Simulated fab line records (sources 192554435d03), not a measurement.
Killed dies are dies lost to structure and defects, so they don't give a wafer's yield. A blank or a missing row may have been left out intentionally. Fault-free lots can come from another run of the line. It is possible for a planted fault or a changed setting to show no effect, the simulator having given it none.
fab line records ; flow n5_finfet ; part 2 of 2: steps 5 to 6 of 6
record: lots: 24; wafers: 72; last_day: 19
route steps=1938 shown BEOL_M1@776
lots that met no fault: from a run of the same line without faults
start_h: hours from the record's first day to the start of the lot's first wafer shown ; wait_h: hours since the lot's step before ; " the same as in the row above ; L1.1+2: one row covering several wafers at once ; - no value present, or no start provided ; * or withheld: withheld ; < > ~ a bound
route shown NAME@n: names a module that has steps shown in the file, with the first one's number in the route ; usual: mean/standard deviation taken from wafers without a fault ; same: alike in all rows ; chamber/n: place in a boat ; sites: each site's reading ; _std_site: the standard deviation of these ; _edge_site: the outer-site mean with the inner-site mean subtracted ; radius_mm: for every site, how far away it sits from the centre of the wafer ; mask NAME#n: copy n ; behind: the most recent tool/chamber to have shaped the wafer ; hold: cause of the lot's hold/its duration in hours/its outcome ; device: which transistor (n, p or np) failed to switch ; end of line: at the end of the route, the tests of the same wafers ; a step given without rows: its recipe and nothing more ; killed: not the wafer's yield, but the dies lost to structure and defects at the first sort ; map: the dies of a wafer, with x for killed, . for not killed, _ for no die there
set.NAME: the setting the step ran with; set.NAME@STEP: the setting that earlier step ran with ; model.NAME: the simulator's own value behind a step, which no gauge read
a sample of lots followed through the steps of the route, with each step as a table and each wafer as a row
services: when a tool's chamber went out of use (start_h, in hours from the record's first day, below 0 if earlier), for how many hours, and the reason
== steps ==
step: N5_BEOL_M1_ETCH_41
recipe: chemistry: CH3F/O2; target: SiCN; target_depth_a: 319; taper_deg: 2; time_s: 57.8; ion_energy_ev: 120; mask_material: TiN; pressure_mtorr: 30; source_w: 395; bias_w: 75; Ar_flow_sccm: 150; CH3F_flow_sccm: 30; O2_flow_sccm: 20
usual: drypump_motor_current_A: 5.8/0.45; oes_product_au: 0.80/0.097; rf_vpp_V: 297.2/1.7; showerhead_plenum_p_Torr: 1.99/0.076; throttle_valve_pct: 16.42/0.23
lot.wafer;tool;chamber;start_h;wait_h;drypump_motor_current_A;oes_product_au;rf_hours_counter_h;rf_vpp_V;showerhead_plenum_p_Torr;throttle_valve_pct
L074.1;rie_diel-02;2;-;-;5.3;0.83;101;295.4;1.94;16.32
L074.3;rie_diel-02;3;-;-;5.3;0.93;25;299.7;2.04;16.49
L074.6;rie_diel-02;0;-;-;6.2;0.71;-;299.7;2.06;16.18
L075.2;rie_diel-06;1;-;-;6.5;0.77;163;297.2;1.99;16.64
L075.4;rie_diel-06;3;-;-;6.0;0.71;187;296.2;1.91;16.58
L075.6;rie_diel-06;0;-;-;5.2;0.78;-;294.3;1.84;16.50
L077.1;rie_diel-06;3;-;-;5.9;0.72;187;295.3;1.91;16.61
L077.4;rie_diel-06;1;-;-;6.5;0.77;163;297.5;1.99;16.63
L077.5;rie_diel-06;2;-;-;6.1;0.96;-;298.0;2.04;16.31
L076.1;rie_diel-05;3;-;-;5.1;0.72;191;297.0;1.98;16.08
L076.4;rie_diel-05;1;-;-;5.6;0.69;213;299.2;2.07;16.41
L076.5;rie_diel-05;2;-;-;6.0;0.78;-;297.7;2.09;16.70
L078.1;rie_diel-02;1;-;-;6.5;0.91;16;298.5;2.12;16.07
L078.3;rie_diel-02;3;-;-;5.2;0.91;30;297.3;2.04;16.49
L078.4;rie_diel-02;0;-;-;6.1;0.69;240;298.0;2.06;16.18
L079.1;rie_diel-05;3;-;-;5.2;0.73;195;296.6;1.98;16.09
L079.4;rie_diel-05;2;-;-;6.0;0.77;133;298.7;2.09;16.71
L079.6;rie_diel-05;0;-;-;5.8;0.70;-;296.7;1.97;16.63
L080.1;rie_diel-06;0;-;-;5.2;0.77;120;293.3;1.84;16.50
L080.4;rie_diel-06;1;-;-;6.5;0.76;-;296.6;1.99;16.64
L080.6;rie_diel-06;2;-;-;6.1;0.94;-;299.0;2.04;16.31
L081.1;rie_diel-06;0;-;-;5.2;0.78;123;293.7;1.84;16.54
L081.3;rie_diel-06;3;-;-;6.0;0.71;198;295.7;1.91;16.64
L081.4;rie_diel-06;1;-;-;6.5;0.75;175;297.3;1.99;16.67
L082.3;rie_diel-06;1;-;-;6.5;0.75;175;297.8;1.99;16.66
L082.4;rie_diel-06;0;-;-;5.2;0.78;123;293.0;1.84;16.54
L082.6;rie_diel-06;1;-;-;6.5;0.75;-;296.0;1.99;16.64
L083.2;rie_diel-02;3;-;-;5.2;0.91;40;298.4;2.03;16.50
L083.4;rie_diel-02;2;-;-;5.2;0.81;117;297.1;1.93;16.34
L083.6;rie_diel-02;3;-;-;5.2;0.90;-;299.1;2.03;16.51
L084.1;rie_diel-05;2;-;-;6.0;0.77;144;299.4;2.09;16.73
L084.4;rie_diel-05;3;-;-;5.2;0.71;-;296.3;1.98;16.10
L084.6;rie_diel-05;1;-;-;5.6;0.68;-;299.2;2.06;16.43
L085.2;rie_diel-02;2;-;-;5.3;0.81;122;296.1;1.93;16.36
L085.3;rie_diel-02;3;-;-;5.2;0.89;45;297.9;2.03;16.51
L085.4;rie_diel-02;2;-;-;5.3;0.81;-;297.1;1.93;16.37
L086.1;rie_diel-05;3;-;-;5.1;0.71;212;298.4;1.98;16.10
L086.5;rie_diel-05;1;-;-;5.6;0.67;-;298.9;2.06;16.45
L086.6;rie_diel-05;0;-;-;5.8;0.98;-;297.0;1.97;16.16
L087.1;rie_diel-05;3;-;-;5.1;0.71;212;299.0;1.98;16.11
L087.2;rie_diel-05;2;-;-;6.0;0.75;150;300.3;2.09;16.75
L087.5;rie_diel-05;0;-;-;5.8;0.98;-;297.7;1.97;16.17
L088.1;rie_diel-05;0;-;-;5.8;0.97;6;295.1;1.97;16.18
L088.3;rie_diel-05;1;-;-;5.6;0.67;236;297.7;2.06;16.44
L088.6;rie_diel-05;0;-;-;5.8;0.96;-;295.9;1.97;16.18
L089.2;rie_diel-06;0;-;-;5.2;0.77;138;293.9;1.83;16.56
L089.3;rie_diel-06;3;-;-;6.0;0.70;211;295.6;1.91;16.65
L089.6;rie_diel-06;0;-;-;5.3;0.77;-;293.0;1.84;16.57
L090.3;rie_diel-02;2;-;-;5.2;0.79;131;295.3;1.93;16.35
L090.4;rie_diel-02;1;-;-;6.6;0.86;40;299.2;2.11;16.10
L090.5;rie_diel-02;3;-;-;5.2;0.88;-;299.4;2.03;16.54
L091.1;rie_diel-05;3;-;-;5.1;0.70;218;296.7;1.97;16.13
L091.2;rie_diel-05;1;-;-;5.7;0.66;240;298.8;2.06;16.44
L091.6;rie_diel-05;3;-;-;5.1;0.69;-;297.3;1.98;16.12
L092.1;rie_diel-06;3;-;-;6.0;0.69;217;295.9;1.90;16.68
L092.2;rie_diel-06;1;-;-;6.5;0.74;191;297.0;1.98;16.68
L092.6;rie_diel-06;2;-;-;6.1;0.89;-;297.7;2.03;16.35
L093.1;rie_diel-02;1;-;-;6.6;0.86;45;299.0;2.11;16.12
L093.4;rie_diel-02;3;-;-;5.2;0.87;60;297.0;2.03;16.56
L093.6;rie_diel-02;0;-;-;6.1;0.96;-;297.7;2.06;15.71
L094.1;rie_diel-06;0;-;-;5.2;0.76;148;293.8;1.83;16.58
L094.2;rie_diel-06;2;-;-;6.1;0.87;35;296.7;2.03;16.36
L094.5;rie_diel-06;3;-;-;6.0;0.69;-;295.2;1.90;16.64
L095.2;rie_diel-06;2;-;-;6.1;0.88;36;299.8;2.03;16.36
L095.5;rie_diel-06;2;-;-;6.1;0.88;-;298.0;2.03;16.37
L095.6;rie_diel-06;3;-;-;6.0;0.69;-;296.0;1.90;16.68
L096.2;rie_diel-06;1;-;-;6.5;0.73;199;296.0;1.98;16.70
L096.4;rie_diel-06;0;-;-;5.3;0.74;153;294.0;1.83;16.60
L096.5;rie_diel-06;3;-;-;6.0;0.68;-;295.2;1.90;16.68
L097.2;rie_diel-05;0;-;-;5.8;0.91;24;296.4;1.97;16.22
L097.3;rie_diel-05;3;-;-;5.1;0.69;233;296.0;1.97;16.15
L097.6;rie_diel-05;2;-;-;6.0;0.74;-;298.3;2.08;16.79
step: N5_BEOL_M1_ANNEAL_49
recipe: temp_c: 400; time_s: 240; ambient: vacuum
usual: heater_power_w: 791/97; susceptor_temp_C: 399.98/0.23
lot.wafer;tool;chamber;start_h;wait_h;heater_power_w;susceptor_temp_C
L074.1;pvd_sputter-03;-;134.71;0.0;715;400.54
L074.3;pvd_sputter-03;-;134.71;0.0;872;399.70
L074.6;pvd_sputter-03;-;134.71;0.0;682;399.87
L075.2;pvd_sputter-02;-;142.87;0.0;706;399.68
L075.4;pvd_sputter-02;-;142.87;0.0;980;399.59
L075.6;pvd_sputter-02;-;142.87;0.0;697;400.06
L077.1;pvd_sputter-01;-;145.16;0.0;791;400.10
L077.4;pvd_sputter-01;-;145.16;0.0;723;399.99
L077.5;pvd_sputter-01;-;145.16;0.0;862;400.15
L076.1;pvd_sputter-02;-;149.40;0.0;699;399.50
L076.4;pvd_sputter-02;-;149.40;0.0;962;400.03
L076.5;pvd_sputter-02;-;149.40;0.0;692;399.56
L078.1;pvd_sputter-01;-;154.82;0.0;777;399.99
L078.3;pvd_sputter-01;-;154.82;0.0;895;399.95
L078.4;pvd_sputter-01;-;154.82;0.0;712;400.30
L079.1;pvd_sputter-01;-;167.99;0.0;731;399.79
L079.4;pvd_sputter-01;-;167.99;0.0;789;399.59
L079.6;pvd_sputter-01;-;167.99;0.0;874;399.96
L080.1;pvd_sputter-02;-;179.83;0.0;708;399.95
L080.4;pvd_sputter-02;-;179.83;0.0;973;399.85
L080.6;pvd_sputter-02;-;179.83;0.0;969;399.75
L081.1;pvd_sputter-01;-;188.94;0.0;878;399.77
L081.3;pvd_sputter-01;-;188.94;0.0;886;400.02
L081.4;pvd_sputter-01;-;188.94;0.0;745;399.50
L082.3;pvd_sputter-02;-;190.82;0.0;699;399.77
L082.4;pvd_sputter-02;-;190.82;0.0;976;399.60
L082.6;pvd_sputter-02;-;190.82;0.0;716;399.80
L083.2;pvd_sputter-01;-;198.15;0.0;716;399.94
L083.4;pvd_sputter-01;-;198.15;0.0;876;400.11
L083.6;pvd_sputter-01;-;198.15;0.0;900;399.40
L084.1;pvd_sputter-02;-;199.54;0.0;790;400.01
L084.4;pvd_sputter-02;-;199.54;0.0;695;400.10
L084.6;pvd_sputter-02;-;199.54;0.0;960;400.14
L085.2;pvd_sputter-02;-;206.50;0.0;705;399.87
L085.3;pvd_sputter-02;-;206.50;0.0;980;400.05
L085.4;pvd_sputter-02;-;206.50;0.0;813;400.07
L086.1;pvd_sputter-03;-;211.91;0.0;711;399.97
L086.5;pvd_sputter-03;-;211.91;0.0;708;400.02
L086.6;pvd_sputter-03;-;211.91;0.0;644;399.99
L087.1;pvd_sputter-03;-;213.75;0.0;672;400.11
L087.2;pvd_sputter-03;-;213.75;0.0;722;399.88
L087.5;pvd_sputter-03;-;213.75;0.0;659;399.95
L089.2;pvd_sputter-02;-;224.74;0.0;720;399.71
L089.3;pvd_sputter-02;-;224.74;0.0;956;400.16
L089.6;pvd_sputter-02;-;224.74;0.0;718;399.82
L088.1;pvd_sputter-03;-;224.88;0.0;678;400.16
L088.3;pvd_sputter-03;-;224.88;0.0;667;399.87
L088.6;pvd_sputter-03;-;224.88;0.0;666;400.10
L090.3;pvd_sputter-01;-;228.79;0.0;744;400.30
L090.4;pvd_sputter-01;-;228.79;0.0;889;400.30
L090.5;pvd_sputter-01;-;228.79;0.0;880;399.94
L091.1;pvd_sputter-01;-;236.23;0.0;865;399.81
L091.2;pvd_sputter-01;-;236.23;0.0;728;400.18
L091.6;pvd_sputter-01;-;236.23;0.0;890;399.83
L092.1;pvd_sputter-01;-;242.55;0.0;892;400.20
L092.2;pvd_sputter-01;-;242.55;0.0;890;400.17
L092.6;pvd_sputter-01;-;242.55;0.0;719;400.15
L093.1;pvd_sputter-02;-;245.55;0.0;788;399.57
L093.4;pvd_sputter-02;-;245.55;0.0;704;399.97
L093.6;pvd_sputter-02;-;245.55;0.0;950;399.92
L094.1;pvd_sputter-03;-;255.06;0.0;689;399.87
L094.2;pvd_sputter-03;-;255.06;0.0;638;399.97
L094.5;pvd_sputter-03;-;255.06;0.0;864;399.67
L095.2;pvd_sputter-02;-;257.72;0.0;814;399.97
L095.5;pvd_sputter-02;-;257.72;0.0;963;399.96
L095.6;pvd_sputter-02;-;257.72;0.0;685;400.14
L096.2;pvd_sputter-03;-;269.88;0.0;852;400.08
L096.4;pvd_sputter-03;-;269.88;0.0;724;400.20
L096.5;pvd_sputter-03;-;269.88;0.0;683;400.16
L097.2;pvd_sputter-01;-;273.77;0.0;880;400.46
L097.3;pvd_sputter-01;-;273.77;0.0;725;399.98
L097.6;pvd_sputter-01;-;273.77;0.0;770;400.02
== services ==
tool;chamber;start_h;hours;kind
rie_diel-06;0;117.80;3.6;repair
rie_diel-06;2;121.62;-;clean
rie_diel-06;2;121.62;-;consumable_replace:focus_ring
rie_diel-06;2;121.62;13.3;scheduled_down
rie_diel-06;2;121.62;13.3;vent_cycle
rie_diel-02;-;145.67;1.1;repair
rie_diel-06;3;177.16;1.4;repair
rie_diel-05;0;186.26;-;clean
rie_diel-05;0;186.26;-;consumable_replace:focus_ring
rie_diel-05;0;186.26;17.9;scheduled_down
rie_diel-05;0;186.26;17.9;vent_cycle
rie_diel-06;1;192.14;6.6;repair
rie_diel-02;0;198.85;-;clean
rie_diel-02;0;198.85;-;consumable_replace:focus_ring
rie_diel-02;0;198.85;22.0;scheduled_down
rie_diel-02;0;198.85;22.0;vent_cycle
rie_diel-06;3;210.04;5.9;repair
rie_diel-05;-;215.11;2.8;pm
pvd_sputter-02;-;228.43;5.9;repair
rie_diel-05;1;264.80;-;clean
rie_diel-05;1;264.80;-;consumable_replace:focus_ring
rie_diel-05;1;264.80;21.0;scheduled_down
rie_diel-05;1;264.80;21.0;vent_cycle
